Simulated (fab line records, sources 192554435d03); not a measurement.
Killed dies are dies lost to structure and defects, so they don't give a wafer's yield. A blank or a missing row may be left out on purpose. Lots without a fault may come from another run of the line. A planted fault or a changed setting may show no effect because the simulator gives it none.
Chamber matching | flow n5_finfet | N5_BEOL_M8_STRIP_36 on rie_diel-05: 4 sister chambers
The step strips in N2/H2. 20 wafers are shown with their chamber, then 10 later ones without.

WAFERS WITH THEIR CHAMBER
wafer  | chamber | showerhead_plenum_p_Torr (Torr) | throttle_valve_pct (%) | drypump_motor_current_A (A)
L075.3 | 3       | 2.49                            | 24.1                   | 5.7
L075.4 | 2       | 2.69                            | 23.7                   | 6.5
L075.6 | 3       | 2.49                            | 24.1                   | 5.7
L078.1 | 2       | 2.69                            | 23.7                   | 6.5
L078.2 | 0       | 2.46                            | 23.8                   | 5.4
L078.6 | 0       | 2.46                            | 23.8                   | 5.5
L077.2 | 0       | 2.46                            | 23.8                   | 5.4
L077.3 | 3       | 2.49                            | 24.2                   | 5.7
L077.5 | 2       | 2.68                            | 23.7                   | 6.4
L080.2 | 1       | 2.48                            | 23.4                   | 5.4
L080.3 | 3       | 2.49                            | 24.1                   | 5.7
L080.5 | 3       | 2.48                            | 24.1                   | 5.8
L087.2 | 2       | 2.68                            | 23.7                   | 6.5
L087.3 | 0       | 2.45                            | 23.8                   | 5.5
L087.6 | 1       | 2.48                            | 23.4                   | 5.4
L086.2 | 2       | 2.68                            | 23.7                   | 6.5
L086.4 | 3       | 2.48                            | 24.2                   | 5.7
L086.5 | 1       | 2.48                            | 23.4                   | 5.5
L088.1 | 0       | 2.45                            | 23.8                   | 5.5
L088.3 | 1       | 2.48                            | 23.4                   | 5.4

SIGNATURES (means of the wafers above)
reading                  | chamber 0 | chamber 1 | chamber 2 | chamber 3 | scatter within a chamber
showerhead_plenum_p_Torr | 2.4560    | 2.4800    | 2.6840    | 2.4867    | 0.00483
throttle_valve_pct       | 23.800    | 23.400    | 23.700    | 24.133    | 0.0289
drypump_motor_current_A  | 5.460     | 5.425     | 6.480     | 5.717     | 0.0473
Rule: a wafer's distance from a chamber is the root of the sum, over the readings, of the square of ((its reading less the chamber's mean) divided by the reading's scatter). The wafer belongs to the nearest chamber; if the next one is less than 2 further off, it can't be placed. The scatter: the root of (the sum of the squares of (reading less its chamber's mean) over the shown wafers, divided by (wafers less chambers)).

WAFERS WITHOUT THEIR CHAMBER
wafer  | showerhead_plenum_p_Torr (Torr) | throttle_valve_pct (%) | drypump_motor_current_A (A)
L088.4 | 2.48                            | 24.2                   | 5.7
L091.2 | 2.47                            | 23.5                   | 5.4
L091.4 | 2.47                            | 24.1                   | 5.7
L091.5 | 2.47                            | 24.2                   | 5.7
L096.1 | 2.47                            | 23.5                   | 5.5
L096.2 | 2.47                            | 24.2                   | 5.7
L096.5 | 2.47                            | 24.2                   | 5.7
L097.1 | 2.45                            | 23.9                   | 5.5
L097.2 | 2.47                            | 23.5                   | 5.4
L097.4 | 2.47                            | 24.2                   | 5.8

WHICH CHAMBER EACH WENT THROUGH
wafer  | from the rows above | in truth
L088.4 | 3                   | 3
L091.2 | 1                   | 1
L091.4 | 3                   | 3
L091.5 | 3                   | 3
L096.1 | 1                   | 1
L096.2 | 3                   | 3
L096.5 | 3                   | 3
L097.1 | 0                   | 0
L097.2 | 1                   | 1
L097.4 | 3                   | 3
Placed correctly: 10 of 10. Can't be placed from these rows: 0. Placed wrongly: 0.
